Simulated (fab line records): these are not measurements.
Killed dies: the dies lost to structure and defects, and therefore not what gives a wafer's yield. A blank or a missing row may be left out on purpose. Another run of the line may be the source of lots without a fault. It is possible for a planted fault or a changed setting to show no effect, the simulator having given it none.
A lot that was struck, set against a sound lot | flow n5_finfet | 11 out of 1938 route steps
Sound: these wafers, L958.1, L958.3, L958.5. Struck: wafers L964.2, L964.5, L964.6. The cause is given at the end.
Each step with rows lists, per side, the tool, then ch with its chambers, then its first start. Under that, the readings that differ: sound wafers | struck wafers | difference of the means | sigmas: that difference in standard deviations of wafers without a fault.
alike: a reading whose means differ by less than 2 such deviations, as well as words and numbers matching on both sides. not compared: withheld readings; readings where some wafer has no value; bounds like >300 that might hide an equal value; numbers whose values overlap and for which the record gives no deviation.
The two part at a step that has a row with sigmas, a row that says differs or no value, or rows on one side only. Numbers that have no deviation but don't overlap get no sigmas and don't part them. A reading that every wafer of one side lacks parts them only if that side has two wafers or more.

first, 9 steps without rows for these wafers: N5_BEOL_M11_DESCUM_33 (chemistry O2, time 7.9 s); N5_BEOL_M11_ETCH_65 (etches SiARC in CF4, target depth 39 nm, time 65 s); N5_BEOL_M11_ETCH_66 (etches SOC in N2/H2, target depth 120 nm, overetch 24 nm, time 180 s); N5_BEOL_M11_STRIP_69 (strips in N2/H2); N5_BEOL_M11_VIA_ETCH_34 (etches SiCOH lowk in C4F6/O2, target depth 184.5 nm, time 69.2 s); N5_BEOL_M11_STRIP_73 (strips in C4F6/O2); N5_BEOL_M11_STRIP_36 (strips in N2/H2); N5_BEOL_M11_TRENCH_ETCH_37 (etches SiCOH lowk in C4F6/O2, target depth 148.83 nm, time 48 s); N5_BEOL_M11_ETCH_41 (etches SiCN in CH3F/O2, target depth 42.6 nm, time 86 s).
N5_BEOL_M11_STRIP_77: strips in N2/H2, time 10 s.
  sound on rie_diel-01 ch 1,2, day 12 17:58; struck on rie_diel-02 ch 0,3, day 14 00:24
  no value came back on the struck wafers for any of 8 readings (bias_power_w (W), chamber_pressure_mTorr (mTorr) and others); on the sound wafers bias_power_w (W) reads 6.996 6.992 7.051
  not compared: rf_hours_counter_h
N5_PASSIVATION_PROBE_49:
  sound: prober-02 at day 14 19:34; struck: prober-01 at day 15 22:53
  reading         | sound    | struck   | difference | sigmas
  killed_at_M4_up | 11 12 19 | 51 30 44 | +28        | +5
  alike: defect_limited_yield, killed_at_M0_to_M3, killed_at_contacts, killed_at_front_end, killed_at_other, killed_dies, killed_open, killed_short, sort_bin_5_function, sort_bin_6_memory, sort_n_pass, sort_yield_pct

## WHERE THEY PART
First at N5_BEOL_M11_STRIP_77; last, within this record, at N5_PASSIVATION_PROBE_49.

WHY: the cause the simulator had injected
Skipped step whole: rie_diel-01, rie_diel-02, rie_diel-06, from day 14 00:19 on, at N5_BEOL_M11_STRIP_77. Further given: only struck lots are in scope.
